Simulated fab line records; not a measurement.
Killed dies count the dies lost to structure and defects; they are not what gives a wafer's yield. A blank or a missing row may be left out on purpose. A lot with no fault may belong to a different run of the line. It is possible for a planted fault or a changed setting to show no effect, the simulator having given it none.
Chamber matching | flow n5-finfet | rie-diel-04 running N5_MOL_CONTACT_COAG_ETCH_59: 4 sister chambers
The step etches underlayer in N2/H2, target depth 13 nm, time 10.4 s. 8 wafers are shown with their chamber, then 7 later ones without.

WAFERS WITH THEIR CHAMBER
wafer  | chamber | showerhead-plenum-p-Torr (Torr) | throttle-valve-pct (%)
L077.5 | 3       | 2.41                            | 17.6
L078.4 | 0       | 2.56                            | 18.2
L079.4 | 1       | 2.62                            | 18.0
L079.6 | 3       | 2.40                            | 17.6
L087.1 | 0       | 2.55                            | 18.3
L087.5 | 2       | 2.42                            | 18.1
L090.3 | 1       | 2.61                            | 17.5
L090.4 | 2       | 2.42                            | 18.1

WAFERS MISSING THEIR CHAMBER
wafer  | showerhead-plenum-p-Torr (Torr) | throttle-valve-pct (%)
L090.5 | 2.61                            | 17.5
L096.2 | 2.61                            | 17.6
L096.4 | 2.54                            | 18.3
L096.5 | 2.41                            | 18.1
L097.2 | 2.61                            | 17.6
L097.3 | 2.54                            | 18.3
L097.6 | 2.41                            | 18.1

WHICH CHAMBER EACH ONE RAN IN
wafer  | from the rows above     | in truth
L090.5 | 1                       | 1
L096.2 | 1                       | 1
L096.4 | 0                       | 0
L096.5 | can't be placed: 2 or 3 | 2
L097.2 | 1                       | 1
L097.3 | 0                       | 0
L097.6 | can't be placed: 2 or 3 | 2
Correct placement for 5 of the 7. Unplaceable from these rows: 2, with the true chamber sitting among the candidates in 2. Placed wrongly: 0.
How it was worked out, from the rows above alone: a wafer's distance from a chamber is the root of the sum, over the readings, of the square of ((its reading less the chamber's mean) divided by the reading's scatter). The wafer belongs to the nearest chamber; if the next one is less than 2 further off, it can't be placed. The mean given for a chamber averages the wafers shown for that chamber. The scatter: the root of (the sum of the squares of (reading less its chamber's mean) over the shown wafers, divided by (wafers less chambers)).
